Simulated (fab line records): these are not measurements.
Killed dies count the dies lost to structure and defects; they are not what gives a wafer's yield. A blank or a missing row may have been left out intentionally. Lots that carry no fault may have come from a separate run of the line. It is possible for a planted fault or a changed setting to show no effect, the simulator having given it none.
Split-lot study + flow n5 finfet + on a route of 1938 steps: 7 lots, 21 wafers read

THE SPLIT ITSELF
At N5_BEOL_M10_TRENCH_ETCH_37 (etches SiCOH lowk in C4F6/O2, target depth 148.83 nm, time 48 s), the setting time s was moved away from the recipe's 48 s on 8 of the 21 wafers read, by -18.8% to +20.8%. This setting was run at the recipe's value on the other wafers.

FROM THE SPLIT TO THE READING: what the file shows between them, 11 steps
- N5_BEOL_M10_ETCH_41: etches SiCN in CH3F/O2, target depth 42.6 nm, time 86 s
- N5_BEOL_M10_STRIP_77: strips in N2/H2, time 10 s
- N5_BEOL_M10_OCD_MEAS_38
- N5_BEOL_M10_HM_STRIP_39: strips TiN in peroxide tin strip, target depth 25 nm, time 158 s
- N5_BEOL_M10_SRD_40: time 30 s
- N5_BEOL_M10_ECD_50: material Cu, target thk 318 nm
- N5_BEOL_M10_ANNEAL_51: time 90 s
- N5_BEOL_M10_CMP_52: polishes, stops on SiCOH lowk, t overpolish 7 s, target thk 140 nm
- N5_BEOL_M10_THK_MEAS_53: measures by xrf
- N5_BEOL_M10_PRE_CLEAN_55: time 15 s
- N5_BEOL_M10_DEP_56: deposits SiCN from 3MS/NH3, target thk 15 nm, time 26.5 s

THE READING
At N5_BEOL_M10_RS_MEAS_57, a four-point-probe measurement gives M10_RS in ohm/sq. Fault-free wafers of this fab line usually give 0.152 ohm/sq, standard deviation 0.0037 ohm/sq.

| wafer  | tool, chamber at the split | time s as run, s | against the recipe | M10_RS, ohm/sq | against lot-mates on the recipe |
|--------|----------------------------|------------------|--------------------|----------------|---------------------------------|
| L076.1 | rie diel-01, 0             | 48               | recipe             | 0.158          | -                               |
| L076.3 | rie diel-01, 3             | 48               | recipe             | 0.152          | -                               |
| L076.4 | rie diel-01, 1             | 48               | recipe             | 0.151          | -                               |
| L086.2 | rie diel-01, 3             | 48               | recipe             | 0.150          | -                               |
| L086.3 | rie diel-01, 1             | 48               | recipe             | 0.148          | -                               |
| L086.4 | rie diel-01, 1             | 57.96            | +20.8%             | 0.120          | -0.029                          |
| L087.1 | rie diel-06, 0             | 56.94            | +18.6%             | 0.128          | -0.029                          |
| L087.2 | rie diel-06, 1             | 56.94            | +18.6%             | 0.121          | -0.036                          |
| L087.6 | rie diel-06, 0             | 48               | recipe             | 0.157          | -                               |
| L089.1 | rie diel-01, 2             | 40.94            | -14.7%             | 0.187          | +0.038                          |
| L089.4 | rie diel-01, 0             | 40.94            | -14.7%             | 0.191          | +0.042                          |
| L089.5 | rie diel-01, 1             | 48               | recipe             | 0.149          | -                               |
| L092.2 | rie diel-01, 1             | 48               | recipe             | 0.147          | -                               |
| L092.3 | rie diel-01, 2             | 48               | recipe             | 0.153          | -                               |
| L092.4 | rie diel-01, 2             | 48               | recipe             | 0.155          | -                               |
| L090.2 | rie diel-01, 2             | 43.83            | -8.7%              | 0.172          | +0.023                          |
| L090.4 | rie diel-01, 1             | 43.83            | -8.7%              | 0.166          | +0.017                          |
| L090.5 | rie diel-01, 1             | 48               | recipe             | 0.149          | -                               |
| L094.1 | rie diel-01, 2             | 38.98            | -18.8%             | 0.205          | +0.049                          |
| L094.5 | rie diel-01, 1             | 48               | recipe             | 0.153          | -                               |
| L094.6 | rie diel-01, 0             | 48               | recipe             | 0.159          | -                               |

FIT RESULTS
A straight line over all 21 wafers: M10_RS changes by -0.00196 ohm/sq for each +1% of time s; r = -0.96; the points scatter about the line by 0.0059 ohm/sq.
The same after taking each lot's own level away (the mean of its wafers on the recipe; 21 wafers): -0.00206 ohm/sq for each +1%; r = -0.97; scatter 0.0053 ohm/sq.
That fit puts the effect of the largest move of time s on the reading at 0.043 ohm/sq.
Across the lots, their own levels run from 0.1490 to 0.1570 ohm/sq, a range of 2.2 times the standard deviation given above.
The two slopes agree, so the slope changes little with the lot-to-lot level.
Check: with one of the wafers moved furthest among these (+20.8%) left out of the fit, the line predicts -0.0437 ohm/sq for it against its lot-mates. Against them it came out at -0.029 ohm/sq.

THE WHOLE CHAIN: every reading that the file lists as answering this split, in the file's order
| step                       | what it does                                                       | reading                                                                           | change (the file's fit)                | r (the file's) |
|----------------------------|--------------------------------------------------------------------|-----------------------------------------------------------------------------------|----------------------------------------|----------------|
| N5_BEOL_M10_TRENCH_ETCH_37 | etches SiCOH lowk in C4F6/O2, target depth 148.83 nm, time 48 s    | BEOL_M10.feature depth nm (the simulator's own value, which no gauge read)        | +1.63 nm for each +1% of the setting   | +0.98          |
| N5_BEOL_M10_TRENCH_ETCH_37 | etches SiCOH lowk in C4F6/O2, target depth 148.83 nm, time 48 s    | etch.depth nm (the simulator's own value, which no gauge read)                    | +1.63 nm for each +1% of the setting   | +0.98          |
| N5_BEOL_M10_TRENCH_ETCH_37 | etches SiCOH lowk in C4F6/O2, target depth 148.83 nm, time 48 s    | TiN_of_BEOL_M10_HM_DEP_02.thk nm (the simulator's own value, which no gauge read) | -0.0432 nm for each +1% of the setting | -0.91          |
| N5_BEOL_M10_OCD_MEAS_38    |                                                                    | trench depth nm                                                                   | +1.64 nm for each +1% of the setting   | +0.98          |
| N5_BEOL_M10_CMP_52         | polishes, stops on SiCOH lowk, t overpolish 7 s, target thk 140 nm | Cu_of_BEOL_M10_ECD_50.thk nm (the simulator's own value, which no gauge read)     | +1.64 nm for each +1% of the setting   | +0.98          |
| N5_BEOL_M10_THK_MEAS_53    | measures by xrf                                                    | M10_THK                                                                           | +1.63 for each +1% of the setting      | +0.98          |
| N5_BEOL_M10_RS_MEAS_57     | measures by four-point-probe                                       | M10_RS                                                                            | -0.00203 for each +1% of the setting   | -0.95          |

THE FILE'S OWN FIT
M10_RS changes by -0.00203 ohm/sq for each +1% of time s, r = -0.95.
